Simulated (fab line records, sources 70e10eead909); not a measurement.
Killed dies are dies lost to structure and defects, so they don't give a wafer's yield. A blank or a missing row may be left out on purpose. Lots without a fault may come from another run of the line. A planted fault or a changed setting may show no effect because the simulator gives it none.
Which tool did it? | flow nand_harc | 11 lots, 33 wafers sampled, at 6 steps of a route of 1159

WHAT THE GAUGES READ, wafer by wafer
NHARC_A_M1_OVL_MEAS_10: pitch 240 nm. Usual: overlay_x_nm -0.1 nm, standard deviation 0.74; overlay_y_nm 0.0 nm, standard deviation 0.71.
lot  | measured     | on         | overlay_x_nm (nm) | overlay_y_nm (nm) | flag
L662 | day 17 22:20 | overlay-02 | -0.6 0.3 -0.5     | 0.1 0.4 0.4       |
L669 | day 19 23:38 | overlay-01 | 2.2 1.5 2.0       | 0.7 1.1 0.5       |
L670 | day 20 00:04 | overlay-02 | -0.8 -0.4 -0.8    | -0.6 -1.0 -0.6    |
L672 | day 20 04:34 | overlay-01 | 10.1 10.6 10.1    | -0.5 -1.0 -0.6    | OFF
L671 | day 20 09:34 | overlay-02 | 10.3 10.2 10.5    | -1.6 -0.8 -1.4    | OFF
L675 | day 20 12:37 | overlay-01 | 0.5 0.6 0.4       | -0.1 -0.7 -0.5    |
L678 | day 21 00:40 | overlay-02 | 0.6 0.2 0.4       | 0.6 0.6 0.7       |
L677 | day 21 19:54 | overlay-02 | -0.1 -0.7 -0.3    | -0.1 -0.6 -0.3    |
L682 | day 22 10:16 | overlay-01 | 0.4 0.8 0.4       | 0.1 0.1 0.3       |
L685 | day 23 10:17 | overlay-01 | -0.8 -1.2 -0.7    | -0.7 -0.5 0.0     |
L683 | day 23 19:16 | overlay-01 | 0.5 -0.1 0.7      | 0.2 0.1 0.2       |

NHARC_END_SORT_01. Usual: defect_limited_yield 95.3 %, standard deviation 1.6; killed_at_array 27, standard deviation 11; killed_at_other 0.7, standard deviation 1.1; killed_at_periphery 3.6, standard deviation 2.4; killed_dies 32, standard deviation 11; killed_open 3.3, standard deviation 1.8; killed_short 2.1, standard deviation 1.5; sort_bin_2_pct 1.4 %, standard deviation 0.64; sort_bin_3_pct 0.29 %, standard deviation 0.22; sort_bin_4_pct 3.0 %, standard deviation 1.1; sort_n_pass 645, standard deviation 11; sort_rim_yield_pct 95 %, standard deviation 3.5; sort_yield_pct 95.3 %, standard deviation 1.6.
lot  | measured     | on        | defect_limited_yield (%) | killed_at_array | killed_at_other | killed_at_periphery | killed_dies | killed_open | killed_short | sort_bin_2_pct (%) | sort_bin_3_pct (%) | sort_bin_4_pct (%) | sort_n_pass | sort_rim_yield_pct (%) | sort_yield_pct (%) | flag
L662 | day 19 15:27 | prober-01 | 96.5 96.3 96.8           | 24 21 18        | 0 0 0           | 0 4 4               | 24 25 22    | 3 5 2       | 2 2 0        | 1.0 0.7 0.7        | 0.15 0.15 0.15     | 2.4 2.8 2.4        | 653 652 655 | 96 94 95               | 96.5 96.3 96.8     |
L669 | day 21 14:20 | prober-02 | 94.2                     | 35              | 0               | 4                   | 39          | 1           | 2            | 2.2                | 0                  | 3.5                | 638         | 99                     | 94.2               |
L670 | day 21 16:02 | prober-01 | 96.2 95.7 95.1           | 20 23 29        | 1 1 0           | 5 5 4               | 26 29 33    | 2 5 3       | 2 2 4        | 1.2 0.9 1.8        | 0.44 0.30 0.15     | 2.2 3.1 3.0        | 651 648 644 | 93 97 98               | 96.2 95.7 95.1     |
L672 | day 21 22:07 | prober-02 | 94.5 93.5 95.6           | 33 39 26        | 1 0 0           | 3 5 4               | 37 44 30    | 6 5 4       | 3 1 2        | 1.8 2.8 1.8        | 0.15 0 0.44        | 3.5 3.7 2.2        | 640 633 647 | 93 95 92               | 94.5 93.5 95.6     |
L677 | day 23 07:19 | prober-02 | 94.8 94.8 92.8           | 28 32 48        | 2 0 0           | 5 3 1               | 35 35 49    | 2 2 5       | 0 0 5        | 1.2 1.8 1.5        | 0.30 0.44 0.59     | 3.7 3.0 5.2        | 642 642 628 | 90 89 90               | 94.8 94.8 92.8     |

WHICH TOOL RAN EACH LOT (tool, then ch and the chambers of the sampled wafers, then the start)
lot  | NHARC_A_M0_DEP_32               | NHARC_A_M1_EXPOSE_06               | NHARC_A_M1_ETCH_35                 | NHARC_A_M1_DEGAS_29
L662 | pecvd-03 ch 1,2, day 17 21:05   | arfi_scanner-03 ch 0, day 17 22:07 | rie_diel-09 ch 1,2,3, day 17 22:32 | pvd_sputter-02, day 17 23:30
L669 | pecvd-04 ch 0,1,2, day 19 22:32 | arfi_scanner-01 ch 0, day 19 23:25 | rie_diel-12 ch 0,2,3, day 19 23:50 | pvd_sputter-03, day 20 00:47
L670 | pecvd-03 ch 0,1,2, day 19 22:46 | arfi_scanner-03 ch 0, day 19 23:51 | rie_diel-12 ch 1,2, day 20 00:15   | pvd_sputter-03, day 20 01:12
L672 | pecvd-04 ch 0,1,2, day 20 03:14 | arfi_scanner-03 ch 0, day 20 04:20 | rie_diel-12 ch 1,3, day 20 04:46   | pvd_sputter-01, day 20 05:49
L671 | pecvd-04 ch 0,2, day 20 08:17   | arfi_scanner-03 ch 0, day 20 09:20 | rie_diel-10 ch 1,3, day 20 09:44   | pvd_sputter-01, day 20 10:40
L675 | pecvd-03 ch 0,1,2, day 20 11:18 | arfi_scanner-01 ch 0, day 20 12:23 | rie_diel-09 ch 2,3, day 20 12:48   | pvd_sputter-03, day 20 13:44
L678 | pecvd-04 ch 0,1, day 20 23:14   | arfi_scanner-01 ch 0, day 21 00:27 | rie_diel-12 ch 1,2,3, day 21 00:51 | pvd_sputter-03, day 21 01:47
L677 | pecvd-01 ch 0,1,2, day 21 18:33 | arfi_scanner-02 ch 0, day 21 19:40 | rie_diel-09 ch 1,3, day 21 20:05   | pvd_sputter-02, day 21 21:02
L682 | pecvd-01 ch 0,1,2, day 22 08:56 | arfi_scanner-01 ch 0, day 22 10:03 | rie_diel-12 ch 2,3, day 22 10:28   | pvd_sputter-02, day 22 11:23
L685 | pecvd-03 ch 0,1, day 23 09:02   | arfi_scanner-02 ch 0, day 23 10:03 | rie_diel-12 ch 0,2,3, day 23 10:30 | pvd_sputter-02, day 23 11:26
L683 | pecvd-04 ch 1,2, day 23 18:06   | arfi_scanner-02 ch 0, day 23 19:02 | rie_diel-12 ch 1,3, day 23 19:27   | pvd_sputter-02, day 23 20:23
- NHARC_A_M0_DEP_32: deposits SiCN, target thk 30 nm.
- NHARC_A_M1_EXPOSE_06: exposes mask A M1, target cd 120 nm.
- NHARC_A_M1_ETCH_35: etches the open film in N2/H2, target depth 40 nm, overetch 12 nm, time 43.94 s.
- NHARC_A_M1_DEGAS_29: time 60 s.

WHAT THE TOOLS THEMSELVES READ (means of the sampled wafers that have a number; where no wafer has one, the mark that the record gives instead)
NHARC_A_M0_DEP_32. Usual: heater_power_w 588 W, standard deviation 98.
lot  | tool     | heater_power_w (W) | flag
L662 | pecvd-03 | 578                |
L669 | pecvd-04 | 604                |
L670 | pecvd-03 | 567                |
L672 | pecvd-04 | 599                |
L671 | pecvd-04 | 543                |
L675 | pecvd-03 | 561                |
L678 | pecvd-04 | 708                |
L677 | pecvd-01 | 550                |
L682 | pecvd-01 | 542                |
L685 | pecvd-03 | 540                |
L683 | pecvd-04 | 656                |

NHARC_A_M1_EXPOSE_06. Usual: focus_offset_nm -0.1 nm, standard deviation 0.54.
lot  | tool            | focus_offset_nm (nm) | flag
L662 | arfi_scanner-03 | 0.5                  |
L669 | arfi_scanner-01 | -0.1                 |
L670 | arfi_scanner-03 | -0.7                 |
L672 | arfi_scanner-03 | 0.9                  |
L671 | arfi_scanner-03 | 0.1                  |
L675 | arfi_scanner-01 | -0.1                 |
L678 | arfi_scanner-01 | -0.3                 |
L677 | arfi_scanner-02 | -0.0                 |
L682 | arfi_scanner-01 | -0.8                 |
L685 | arfi_scanner-02 | -0.4                 |
L683 | arfi_scanner-02 | -0.0                 |

NHARC_A_M1_ETCH_35. Usual: drypump_motor_current_A 5.8 A, standard deviation 0.53; mfc_ar_sccm 0.012 sccm, standard deviation 0.012; oes_product_au 1.002 a.u., standard deviation 0.0094; rf_vpp_V 430.7 V, standard deviation 2.2; showerhead_plenum_p_Torr 2.05 Torr, standard deviation 0.077; throttle_valve_pct 14.171 %, standard deviation 0.0084.
lot  | tool        | drypump_motor_current_A (A) | mfc_ar_sccm (sccm) | oes_product_au (a.u.) | rf_vpp_V (V) | showerhead_plenum_p_Torr (Torr) | throttle_valve_pct (%) | flag
L662 | rie_diel-09 | 6.0                         | 0.026              | 1.001                 | 431.6        | 2.07                            | 14.169                 |
L669 | rie_diel-12 | 5.8                         | 0.000              | 1.005                 | 431.4        | 2.03                            | 14.168                 |
L670 | rie_diel-12 | 5.5                         | 0.004              | 0.999                 | 431.3        | 2.04                            | 14.165                 |
L672 | rie_diel-12 | 6.4                         | 0.008              | 1.000                 | 432.1        | 2.08                            | 14.165                 |
L671 | rie_diel-10 | 5.7                         | 0.010              | 0.993                 | 433.6        | 2.13                            | 14.171                 |
L675 | rie_diel-09 | 6.2                         | 0.023              | 1.010                 | 430.5        | 2.06                            | 14.170                 |
L678 | rie_diel-12 | 5.9                         | 0.004              | 1.003                 | 430.9        | 2.04                            | 14.170                 |
L677 | rie_diel-09 | 5.8                         | 0.030              | 0.986                 | 431.9        | 2.08                            | 14.173                 |
L682 | rie_diel-12 | 5.4                         | 0.000              | 1.002                 | 428.6        | 2.00                            | 14.174                 |
L685 | rie_diel-12 | 5.7                         | 0.000              | 1.003                 | 430.0        | 2.03                            | 14.173                 |
L683 | rie_diel-12 | 6.4                         | 0.008              | 0.995                 | 431.3        | 2.08                            | 14.176                 |

NHARC_A_M1_DEGAS_29. Usual: heater_power_w 343 W, standard deviation 27.
lot  | tool           | heater_power_w (W) | flag
L662 | pvd_sputter-02 | 343                |
L669 | pvd_sputter-03 | 368                |
L670 | pvd_sputter-03 | 338                |
L672 | pvd_sputter-01 | 346                |
L671 | pvd_sputter-01 | 341                |
L675 | pvd_sputter-03 | 367                |
L678 | pvd_sputter-03 | 360                |
L677 | pvd_sputter-02 | 330                |
L682 | pvd_sputter-02 | 331                |
L685 | pvd_sputter-02 | 323                |
L683 | pvd_sputter-02 | 310                |

THE ANSWER, worked out from the rows above alone
Rule: a lot is off if the mean of its wafers that have a number lies more than 3 standard deviations from the usual mean. A lot without any number at a reading at which 4 lots or more have one is off too. The other lots that the step has rows for count as sound. The gauges are gone through in route order, then the tools' own readings, and for those a lot's mean is taken as printed above. The first step at which some lot is off is used, and at that step the reading that is off furthest; a lot without a number counts as furthest.
Off: L672, L671, at NHARC_A_M1_OVL_MEAS_10 (overlay_x_nm).
A tool fits if, at a process step before that reading, it ran every lot that is off, and no sound lot after the first of them. The gauges at NHARC_A_M1_OVL_MEAS_10 are tried like those tools. One fits: arfi_scanner-03 at NHARC_A_M1_EXPOSE_06. Its last sound lot is L670 (day 19 23:51), its first lot that is off L672 (day 20 04:20): a fault that began between those two fits.

WHAT THE SIMULATOR HAD PUT IN
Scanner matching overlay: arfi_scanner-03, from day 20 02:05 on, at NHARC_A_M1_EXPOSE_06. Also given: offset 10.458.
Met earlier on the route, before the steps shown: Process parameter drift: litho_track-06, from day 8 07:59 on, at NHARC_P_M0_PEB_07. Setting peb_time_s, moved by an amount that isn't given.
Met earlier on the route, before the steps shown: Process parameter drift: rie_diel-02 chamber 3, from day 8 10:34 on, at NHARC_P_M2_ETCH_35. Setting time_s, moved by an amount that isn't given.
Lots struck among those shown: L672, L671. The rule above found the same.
